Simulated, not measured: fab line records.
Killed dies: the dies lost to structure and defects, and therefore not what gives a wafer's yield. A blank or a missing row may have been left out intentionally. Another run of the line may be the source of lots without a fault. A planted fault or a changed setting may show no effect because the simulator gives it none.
fab line records -- flow n5Finfet
record lots=7, wafers=21, lastDay=17
route steps=1938 shown BEOL_M14@1751
lots with no fault: from the same line, run without faults
startH: the number of hours between the record's first day and the start of the first shown wafer of the lot -- waitH: hours since the lot's step before -- " as in the row above -- L1.1+2: one row covering several wafers at once -- - either no value or no given start -- * or withheld: withheld -- < > ~ a bound
route shown NAME@n: names a module that has steps shown in the file, with the first one's number in the route -- usual: average and standard deviation across the fault-free wafers -- same: alike in all rows -- chamber/n: place in a boat -- sites: each site's reading -- _std_site: the standard deviation of these -- _edge_site: outer sites' mean less inner sites' -- radiusMm: how far each site lies from the wafer's centre -- mask NAME#n: copy n -- behind: the most recent tool/chamber to have shaped the wafer -- hold: the reason the lot was held/the length of the hold in hours/how it ended -- device: whichever transistor did not switch (one of n, p or np) -- end of line: at the end of the route, the tests of the same wafers -- for a step that has no rows: nothing shown but its recipe -- killed: dies that structure and defects cost at the first sort, which is not the same as the wafer's yield -- map: dies across one wafer; x = killed, . = not, _ = none there
set.NAME: setting as actually run; set.NAME@STEP: the setting as run at that earlier step -- model.NAME: the simulator's own value behind a step, which no gauge read
lots at selected steps of the route; one table per step, one row per wafer
services: the hour from which a tool's chamber was out of use, counted from the record's first day as startH (under 0 if before that day), plus the number of hours and why
## steps
# step N5_BEOL_M14_ETCH_68
# recipe chemistry=N2/H2, target=SOC, maskMaterial=SiARC, sourceW=3000, biasW=350, tempC=40, timeS=450, ionEnergyEv=200, pressureMtorr=30, n2FlowSccm=200, h2FlowSccm=200
# step N5_BEOL_M14_STRIP_69
# recipe chemistry=N2/H2, tempC=40, n2FlowSccm=200, h2FlowSccm=200, rfFrequencyHz=6e+07
# step N5_BEOL_M14_TRENCH_ETCH_34
# recipe chemistry=C4F8/O2/Ar, target=SiO2, targetDepthA=5566.5, maskMaterial=SOC, heInnerTorr=15, heOuterTorr=30, timeS=126.9, ionEnergyEv=800, pressureMtorr=20, sourceW=1905, biasW=2040, Ar_flow_sccm=400, C4F8_flow_sccm=16, O2_flow_sccm=12
# usual C4F8_flow_sccm=15.99/0.052, O2_flow_sccm=12.01/0.035, drypumpMotorCurrentA=5.7/0.45, oesProductAu=0.81/0.1, rfVppV=2221/35, showerheadPlenumPTorr=3.46/0.17, throttleValvePct=30.93/0.27
lot.wafer,tool,chamber,startH,waitH,C4F8_flow_sccm,O2_flow_sccm,drypumpMotorCurrentA,oesProductAu,rfHoursCounterH,rfVppV,showerheadPlenumPTorr,throttleValvePct
L659.2,rieDiel-01,1,246.74,0.0,16.01,12.00,6.1,0.69,220,2169,3.39,30.96
L659.4,rieDiel-01,0,246.74,0.0,16.05,12.01,5.4,0.76,-,2205,3.46,30.73
L659.5,rieDiel-01,1,246.74,0.0,16.04,11.98,6.1,0.70,-,2170,3.39,30.97
L663.3,rieDiel-06,2,279.15,0.0,15.93,12.03,5.6,0.68,247,2225,3.24,30.81
L663.4,rieDiel-06,1,279.15,0.0,15.92,11.99,5.7,0.91,18,2224,3.40,31.05
L663.5,rieDiel-06,2,279.15,0.0,15.89,12.01,5.5,0.68,-,2225,3.24,30.81
L666.2,rieDiel-05,3,292.62,0.0,15.92,12.04,5.2,0.69,248,2179,3.41,31.10
L666.4,rieDiel-05,2,292.62,0.0,15.97,12.00,5.4,0.90,24,2289,3.66,30.65
L666.5,rieDiel-05,2,292.62,0.0,15.99,11.99,5.5,0.90,-,2287,3.66,30.65
L668.1,rieDiel-01,3,293.31,0.0,16.05,11.99,5.3,0.95,4,2236,3.39,30.63
L668.2,rieDiel-01,2,293.31,0.0,15.99,12.02,6.4,0.94,15,2225,3.50,30.47
L668.6,rieDiel-01,2,293.31,0.0,16.04,11.97,6.4,0.94,-,2225,3.50,30.45
L673.2,rieDiel-05,2,337.15,0.0,15.89,12.02,5.5,0.87,42,2288,3.65,30.67
L673.3,rieDiel-05,0,337.15,0.0,16.03,12.06,5.3,0.70,216,2193,3.15,31.28
L673.4,rieDiel-05,1,337.15,0.0,15.84,11.94,6.6,0.88,68,2207,3.64,31.26
L677.3,rieDiel-05,2,357.86,0.0,16.02,11.96,5.5,0.86,48,2287,3.65,30.66
L677.5,rieDiel-05,3,357.86,0.0,15.97,12.01,5.1,0.94,-,2176,3.40,30.77
L677.6,rieDiel-05,0,357.86,0.0,15.98,12.02,5.3,0.69,-,2191,3.15,31.27
L678.2,rieDiel-01,0,373.05,0.0,15.99,12.06,5.5,0.72,156,2203,3.43,30.76
L678.5,rieDiel-01,3,373.05,0.0,16.02,12.06,5.3,0.89,-,2235,3.38,30.66
L678.6,rieDiel-01,2,373.05,0.0,15.86,12.00,6.4,0.88,-,2222,3.48,30.46
# step N5_BEOL_M14_STRIP_70
# recipe chemistry=C4F8/O2/Ar, resist=SiARC, rfFrequencyHz=6e+07
# step N5_BEOL_M14_OCD_MEAS_35
# usual trenchDepthNm=556/15
lot.wafer,tool,chamber,startH,waitH,trenchDepthNm
L659.2,ocd-01,-,246.90,0.0,542
L659.4,ocd-01,-,246.90,0.0,551
L659.5,ocd-01,-,246.90,0.0,541
L663.3,ocd-01,-,279.31,0.0,565
L663.4,ocd-01,-,279.31,0.0,575
L663.5,ocd-01,-,279.31,0.0,564
L666.2,ocd-02,-,292.77,0.0,542
L666.4,ocd-02,-,292.77,0.0,555
L666.5,ocd-02,-,292.77,0.0,558
L668.1,ocd-01,-,293.47,0.0,558
L668.2,ocd-01,-,293.47,0.0,574
L668.6,ocd-01,-,293.47,0.0,576
L673.2,ocd-01,-,337.30,0.0,559
L673.3,ocd-01,-,337.30,0.0,548
L673.4,ocd-01,-,337.30,0.0,574
L677.3,ocd-02,-,358.02,0.0,552
L677.5,ocd-02,-,358.02,0.0,555
L677.6,ocd-02,-,358.02,0.0,546
L678.2,ocd-01,-,373.21,0.0,541
L678.5,ocd-01,-,373.21,0.0,563
L678.6,ocd-01,-,373.21,0.0,570
# step N5_BEOL_M14_STRIP_37
# recipe chemistry=O2, powerW=600, tempC=60, pressureMtorr=30, rfFrequencyHz=6e+07, biasPowerW=0, overashFraction=0.3, o2FlowSccm=225
# usual drypumpMotorCurrentA=5.8/0.45, oesProductAu=0.82/0.1, rfVppV=3.7/1, showerheadPlenumPTorr=2.11/0.11, throttleValvePct=16.64/0.26
# same overashFraction=0.3
lot.wafer,tool,chamber,startH,waitH,drypumpMotorCurrentA,oesProductAu,rfHoursCounterH,rfVppV,showerheadPlenumPTorr,throttleValvePct
L659.2,rieDiel-05,3,246.94,0.0,5.1,0.69,232,3.0,2.06,16.74
L659.4,rieDiel-05,2,246.94,0.0,5.4,0.96,7,4.6,2.24,16.29
L659.5,rieDiel-05,1,246.94,0.0,6.6,0.93,-,3.3,2.24,16.77
L663.3,rieDiel-06,2,279.94,0.6,5.6,0.67,248,3.5,1.98,16.86
L663.4,rieDiel-06,3,279.94,0.6,5.7,0.76,163,4.3,2.18,16.83
L663.5,rieDiel-06,0,279.94,0.6,6.0,0.73,-,3.3,2.20,16.88
L666.2,rieDiel-01,0,293.75,1.0,5.5,0.77,128,3.9,2.11,16.60
L666.4,rieDiel-01,3,293.75,1.0,5.3,0.96,4,5.7,2.06,16.29
L666.5,rieDiel-01,3,293.75,1.0,5.3,0.94,-,3.0,2.06,16.29
L668.1,rieDiel-01,0,294.04,0.6,5.4,0.75,128,3.5,2.11,16.63
L668.2,rieDiel-01,2,294.04,0.6,6.4,0.92,16,4.0,2.13,16.24
L668.6,rieDiel-01,2,294.04,0.6,6.3,0.93,-,3.6,2.13,16.21
L673.2,rieDiel-05,3,339.11,1.8,5.1,0.96,8,2.4,2.05,16.29
L673.3,rieDiel-05,1,339.11,1.8,6.6,0.88,69,4.6,2.23,16.83
L673.4,rieDiel-05,0,339.11,1.8,5.3,0.70,217,4.9,1.89,16.92
L677.3,rieDiel-06,3,359.09,1.1,5.7,0.73,189,2.0,2.17,16.89
L677.5,rieDiel-06,3,359.09,1.1,5.7,0.73,-,3.8,2.17,16.86
L677.6,rieDiel-06,1,359.09,1.1,5.8,0.86,-,2.4,2.03,16.54
L678.2,rieDiel-05,2,374.79,1.6,5.5,0.85,54,4.4,2.22,16.37
L678.5,rieDiel-05,2,374.79,1.6,5.5,0.85,-,4.0,2.22,16.36
L678.6,rieDiel-05,0,374.79,1.6,5.3,0.69,-,2.7,1.88,16.95
# step N5_BEOL_M14_ETCH_38
# recipe chemistry=CF4/N2, target=SiCN, targetDepthA=1065, taperDeg=2, timeS=120.6, ionEnergyEv=150, maskMaterial=SiO2, pressureMtorr=40, sourceW=430, biasW=70, Ar_flow_sccm=100, cf4FlowSccm=60, n2FlowSccm=60
# step N5_BEOL_M14_PRECLEAN_39
# recipe chemistry=residueRemover, timeS=60, tempC=40
# step N5_BEOL_M14_SRD_40
# recipe timeS=30, tempC=23, rinseLiquid=diw, dry=n2Spin, spinRpm=1500, dryTimeS=30
# step N5_BEOL_M14_DEGAS_41
# recipe ambient=vacuum, tempC=300, timeS=60
# usual heaterPowerW=447/48
lot.wafer,tool,chamber,startH,waitH,heaterPowerW
L659.2,pvdSputter-01,-,247.53,0.3,420
L659.4,pvdSputter-01,-,247.53,0.3,468
L659.5,pvdSputter-01,-,247.53,0.3,416
L663.3,pvdSputter-03,-,280.37,0.2,419
L663.4,pvdSputter-03,-,280.37,0.2,421
L663.5,pvdSputter-03,-,280.37,0.2,432
L666.2,pvdSputter-03,-,294.31,0.3,425
L666.4,pvdSputter-03,-,294.31,0.3,466
L666.5,pvdSputter-03,-,294.31,0.3,476
L668.1,pvdSputter-03,-,294.67,0.4,470
L668.2,pvdSputter-03,-,294.67,0.4,460
L668.6,pvdSputter-03,-,294.67,0.4,467
L673.2,pvdSputter-02,-,340.00,0.7,431
L673.3,pvdSputter-02,-,340.00,0.7,564
L673.4,pvdSputter-02,-,340.00,0.7,449
L677.3,pvdSputter-03,-,359.74,0.3,478
L677.5,pvdSputter-03,-,359.74,0.3,468
L677.6,pvdSputter-03,-,359.74,0.3,425
L678.2,pvdSputter-03,-,375.43,0.4,419
L678.5,pvdSputter-03,-,375.43,0.4,421
L678.6,pvdSputter-03,-,375.43,0.4,469
# step N5_BEOL_M14_PRE_CLEAN_42
# recipe gas=H2/He, timeS=30, tempC=300
# usual heaterPowerW=445/46
lot.wafer,tool,chamber,startH,waitH,heaterPowerW
L659.2,pvdSputter-01,-,247.57,0.0,423
L659.4,pvdSputter-01,-,247.57,0.0,462
L659.5,pvdSputter-01,-,247.57,0.0,424
L663.3,pvdSputter-03,-,280.41,0.0,430
L663.4,pvdSputter-03,-,280.41,0.0,416
L663.5,pvdSputter-03,-,280.41,0.0,421
L666.2,pvdSputter-03,-,294.35,0.0,428
L666.4,pvdSputter-03,-,294.35,0.0,458
L666.5,pvdSputter-03,-,294.35,0.0,475
L668.1,pvdSputter-03,-,294.71,0.0,471
L668.2,pvdSputter-03,-,294.71,0.0,459
L668.6,pvdSputter-03,-,294.71,0.0,451
L673.2,pvdSputter-02,-,340.04,0.0,433
L673.3,pvdSputter-02,-,340.04,0.0,566
L673.4,pvdSputter-02,-,340.04,0.0,456
L677.3,pvdSputter-03,-,359.78,0.0,466
L677.5,pvdSputter-03,-,359.78,0.0,469
L677.6,pvdSputter-03,-,359.78,0.0,414
L678.2,pvdSputter-03,-,375.47,0.0,426
L678.5,pvdSputter-03,-,375.47,0.0,426
L678.6,pvdSputter-03,-,375.47,0.0,472
# step N5_BEOL_M14_SPUTTER_43
# recipe material=TaN, targetThkA=150, tempC=50, biasV=168.6, powerW=15000, chamberPressurePa=0.12, timeS=24.19
# step N5_BEOL_M14_SPUTTER_44
# recipe material=Ta, targetThkA=150, tempC=50, biasV=80, powerW=15000, chamberPressurePa=0.07, timeS=24.19
# usual throttleValvePct=30.0/1.5
lot.wafer,tool,chamber,startH,waitH,throttleValvePct,model.Ta_of_BEOL_M14_SPUTTER_44.thkNm
L659.2,pvdSputter-01,-,247.69,0.0,29.6,15
L659.4,pvdSputter-01,-,247.69,0.0,29.9,15
L659.5,pvdSputter-01,-,247.69,0.0,29.3,14.8
L663.3,pvdSputter-03,-,280.53,0.0,31.6,21.2
L663.4,pvdSputter-03,-,280.53,0.0,27.9,21.2
L663.5,pvdSputter-03,-,280.53,0.0,27.9,14.8
L666.2,pvdSputter-03,-,294.47,0.0,28.0,14.8
L666.4,pvdSputter-03,-,294.47,0.0,30.7,21.2
L666.5,pvdSputter-03,-,294.47,0.0,30.8,15
L668.1,pvdSputter-03,-,294.83,0.0,31.1,21.4
L668.2,pvdSputter-03,-,294.83,0.0,28.5,15.2
L668.6,pvdSputter-03,-,294.83,0.0,30.8,15
L673.2,pvdSputter-02,-,340.16,0.0,30.7,15
L673.3,pvdSputter-02,-,340.16,0.0,29.2,15.2
L673.4,pvdSputter-02,-,340.16,0.0,28.4,15.2
L677.3,pvdSputter-03,-,359.90,0.0,30.9,15
L677.5,pvdSputter-03,-,359.90,0.0,30.8,15
L677.6,pvdSputter-03,-,359.90,0.0,28.0,15.2
L678.2,pvdSputter-03,-,375.59,0.0,27.8,15.4
L678.5,pvdSputter-03,-,375.59,0.0,31.6,15.2
L678.6,pvdSputter-03,-,375.59,0.0,31.1,15
# step N5_BEOL_M14_SPUTTER_45
# recipe material=Cu, targetThkA=1000, tempC=-20, biasV=60, powerW=26000, chamberPressurePa=0.13, timeS=16.67
# usual throttleValvePct=30.0/1.4
lot.wafer,tool,chamber,startH,waitH,throttleValvePct
L659.2,pvdSputter-01,-,247.77,0.0,29.4
L659.4,pvdSputter-01,-,247.77,0.0,30.0
L659.5,pvdSputter-01,-,247.77,0.0,29.1
L663.3,pvdSputter-03,-,280.61,0.0,31.7
L663.4,pvdSputter-03,-,280.61,0.0,27.8
L663.5,pvdSputter-03,-,280.61,0.0,27.9
L666.2,pvdSputter-03,-,294.55,0.0,27.9
L666.4,pvdSputter-03,-,294.55,0.0,30.9
L666.5,pvdSputter-03,-,294.55,0.0,30.7
L668.1,pvdSputter-03,-,294.91,0.0,31.1
L668.2,pvdSputter-03,-,294.91,0.0,28.4
L668.6,pvdSputter-03,-,294.91,0.0,30.8
L673.2,pvdSputter-02,-,340.24,0.0,30.9
L673.3,pvdSputter-02,-,340.24,0.0,29.2
L673.4,pvdSputter-02,-,340.24,0.0,28.5
L677.3,pvdSputter-03,-,359.98,0.0,31.0
L677.5,pvdSputter-03,-,359.98,0.0,30.8
L677.6,pvdSputter-03,-,359.98,0.0,28.0
L678.2,pvdSputter-03,-,375.67,0.0,28.0
L678.5,pvdSputter-03,-,375.67,0.0,31.6
L678.6,pvdSputter-03,-,375.67,0.0,30.9
# step N5_BEOL_M14_ECD_47
# recipe material=Cu, targetThkA=12480
# step N5_BEOL_M14_ANNEAL_48
# recipe tempC=225, timeS=90, ambient=N2
# step N5_BEOL_M14_CMP_49
# recipe stopOn=SiO2, tOverpolishS=5.2, downForcePsi=2, platenRpm=80, clearingPlatenDownForcePsi=2, clearingPlatenRpm=80, postCmpClean=cuAlkaline, targetThkNm=560, clearingPlatenPadVelocityMS=1.5917, padVelocityMS=1.5917
# usual barrierFieldEndpointS=11.33/0.3, motorCurrentA=7.9/0.9, slurryFlowMlMin=150.0/0.48
lot.wafer,tool,chamber,startH,waitH,barrierFieldEndpointS,motorCurrentA,slurryFlowMlMin
L659.4,cmp-01,3,248.41,0.2,11.52,7.5,150.0
L659.2,cmp-01,1,248.41,0.2,11.05,7.6,149.8
L659.5,cmp-01,3,248.41,0.2,11.46,7.2,149.8
L663.3,cmp-01,1,281.66,0.2,13.85,7.1,149.9
L663.4,cmp-01,3,281.66,0.2,13.62,6.8,149.9
L663.5,cmp-01,1,281.66,0.2,11.22,7.4,149.9
L666.2,cmp-03,3,295.19,0.2,11.35,8.0,149.8
L666.4,cmp-03,1,295.19,0.2,13.80,8.7,150.1
L666.5,cmp-03,2,295.19,0.2,11.18,7.9,149.2
L668.1,cmp-03,2,295.55,0.3,13.62,8.2,149.5
L668.2,cmp-03,0,295.55,0.3,11.70,8.9,150.3
L668.6,cmp-03,2,295.55,0.3,11.52,8.1,150.5
L673.3,cmp-04,1,349.04,0.3,11.24,8.4,149.2
L673.4,cmp-04,2,349.04,0.3,11.31,8.2,150.4
L673.2,cmp-04,3,349.04,0.3,11.64,6.8,150.0
L677.3,cmp-04,1,360.66,0.2,11.33,8.8,150.0
L677.5,cmp-04,3,360.66,0.2,11.87,6.5,150.5
L677.6,cmp-04,0,360.66,0.2,11.80,6.8,150.0
L678.2,cmp-03,0,376.48,0.3,11.35,9.5,150.1
L678.5,cmp-03,1,376.48,0.3,11.45,8.3,150.5
L678.6,cmp-03,2,376.48,0.3,11.17,8.3,150.5
# step N5_BEOL_M14_THK_MEAS_50
# recipe thkMeasGauge=xrf, reads=Cu_of_BEOL_M14_ECD_47
# usual M14_THK=567/16
lot.wafer,tool,chamber,startH,waitH,M14_THK[nm]
L659.2,filmMetro-02,-,248.67,-,560
L659.4,filmMetro-02,-,248.67,-,567
L659.5,filmMetro-02,-,248.67,-,559
L663.3,filmMetro-01,-,281.92,-,572
L663.4,filmMetro-01,-,281.92,-,581
L663.5,filmMetro-01,-,281.92,-,577
L666.2,filmMetro-01,-,295.44,-,553
L666.4,filmMetro-01,-,295.44,-,562
L666.5,filmMetro-01,-,295.44,-,572
L668.1,filmMetro-01,-,295.81,-,563
L668.2,filmMetro-01,-,295.81,-,588
L668.6,filmMetro-01,-,295.81,-,588
L673.2,filmMetro-02,-,349.30,-,578
L673.3,filmMetro-02,-,349.30,-,563
L673.4,filmMetro-02,-,349.30,-,594
L677.3,filmMetro-01,-,360.88,-,562
L677.5,filmMetro-01,-,360.88,-,568
L677.6,filmMetro-01,-,360.88,-,553
L678.2,filmMetro-01,-,376.66,-,549
L678.5,filmMetro-01,-,376.66,-,572
L678.6,filmMetro-01,-,376.66,-,580
## services
tool,chamber,startH,hours,kind
cmp-03,-,224.34,1.3,repair
rieDiel-01,2,235.67,-,clean
rieDiel-01,2,235.67,-,consumableReplace:focusRing
rieDiel-01,2,235.67,13.8,scheduledDown
cmp-03,-,238.35,2.4,repair
rieDiel-01,2,252.91,7.8,repair
cmp-01,-,256.07,10.5,repair
cmp-03,-,263.56,1.7,repair
cmp-04,-,265.44,5.6,pm
cmp-03,-,289.50,4.0,pm
pvdSputter-01,-,297.03,20.4,repair
cmp-03,-,297.22,4.2,pm
rieDiel-05,3,297.49,-,clean
rieDiel-05,3,297.49,-,consumableReplace:focusRing
rieDiel-05,3,297.49,20.9,scheduledDown
rieDiel-05,3,297.49,20.9,ventCycle
cmp-04,-,302.21,1.7,repair
rieDiel-06,3,309.61,11.3,repair
cmp-03,-,311.08,1.1,repair
rieDiel-01,3,331.39,3.3,repair
pvdSputter-02,-,335.00,4.1,repair
rieDiel-06,2,357.44,6.5,repair
cmp-01,-,358.16,0.3,repair
rieDiel-05,3,367.90,10.7,repair
## key
firstSign step=N5_BEOL_M14_CMP_49, reading=barrierFieldEndpointS, direction=up, sigmas=8, usual=11.33, struck=13.72
effect none on later readings
modelEffect step=N5_BEOL_M14_SPUTTER_44, value=Ta_of_BEOL_M14_SPUTTER_44.thkNm, without=14.9, struck=21.25
metAt N5_BEOL_M14_SPUTTER_44
struckWafers L663.3,L663.4,L666.4,L668.1
fault kind=processParameterDrift, tool=pvdSputter-03, chamber=-, onsetH=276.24, steps=N5_BEOL_M14_SPUTTER_44, channel=timeS, offset=*, shape=step, endH=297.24, scope=struckWafersOnly, actsIn=*, stated=*
